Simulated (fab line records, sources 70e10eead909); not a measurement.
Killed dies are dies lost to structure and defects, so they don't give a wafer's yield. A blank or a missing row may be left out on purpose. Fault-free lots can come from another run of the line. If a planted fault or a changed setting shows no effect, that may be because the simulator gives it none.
One fault seen from 2 desks    flow nand-harc    each desk holds nothing but its own numbers, with what lay behind them at the end

== THE DEFECT DESK ==
For each lot, the counts of the inspections along the route, averaged over the sampled wafers that have a number. Any lot whose mean is over 4 standard deviations away from the usual mean is out of limits and marked OUT; that distance is given in the brackets.
Columns: A = raw-defect-count at NHARC_A_SIN_REMOVE_INSPECT_04, usual 298
lot   first seen here  A
L266  day 15 02:00     388
L264  day 15 04:58     261
L271  day 16 12:50     1575 (+15) OUT
L272  day 16 22:56     565
L273  day 16 22:56     1417 (+13) OUT
L274  day 17 07:25     580
L278  day 18 15:40     259
L279  day 18 15:41     359
L281  day 18 19:26     303
L284  day 19 13:17     225
L285  day 19 13:17     307
L286  day 19 13:17     410
L287  day 20 22:48     245
This desk's finding: out of limits on L271, L273; first on L271, day 16 12:50 (raw-defect-count at NHARC_A_SIN_REMOVE_INSPECT_04). L266, L264, L272, L274, L278, L279, L281, L284, L285, L286, L287: within limits.

== THE TOOL OWNER'S DESK: har-etch-02 ==
The tool's own readings at NHARC_A_SLIT_ETCH_17 (etches the open film in C4F8/O2/Ar, time 1687.5 s, target depth 10100 nm): means of the sampled wafers that have a number, for each lot that ran on this tool. Any lot whose mean is over 4 standard deviations away from the usual mean is out of limits and marked OUT; that distance is given in the brackets.
Columns: A = drypump-motor-current-A at NHARC_A_SLIT_ETCH_17, usual 5.7 A; B = o2-flow-sccm at NHARC_A_SLIT_ETCH_17, usual 41.69 sccm; C = showerhead-plenum-p-Torr at NHARC_A_SLIT_ETCH_17, usual 3.59 Torr; D = throttle-valve-pct at NHARC_A_SLIT_ETCH_17, usual 32.046 %
lot   first seen here  A    B      C     D
L266  day 14 15:38     6.0  41.63  3.53  32.038
L271  day 16 02:41     6.2  41.75  3.52  32.046
L273  day 16 13:05     6.2  41.75  3.52  32.049
L272  day 16 14:31     6.0  41.63  3.52  32.046
L274  day 16 21:07     6.0  41.72  3.52  32.047
L285  day 19 04:07     6.1  41.66  3.51  32.050
L287  day 20 12:24     6.0  41.71  3.51  32.048
Finding of this desk: none of the 7 lots has anything out of limits.

== ALL TOGETHER ==
The defect desk could have raised an alarm at day 16 12:50, on L271, L273.
The desk of the tool owner found nothing out of limits.
Tool owner's desk: L271, L273 on record, inside its limits.
The lots listed all ran NHARC_A_SLIT_ETCH_17 on har-etch-02.

== WHAT THE SIMULATOR HAD INSERTED ==
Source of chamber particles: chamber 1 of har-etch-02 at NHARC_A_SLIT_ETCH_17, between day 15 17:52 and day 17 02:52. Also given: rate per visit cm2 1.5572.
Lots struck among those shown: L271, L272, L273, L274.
Hours from the fault's start to each desk's first reading out of limits: the defect desk, 19.
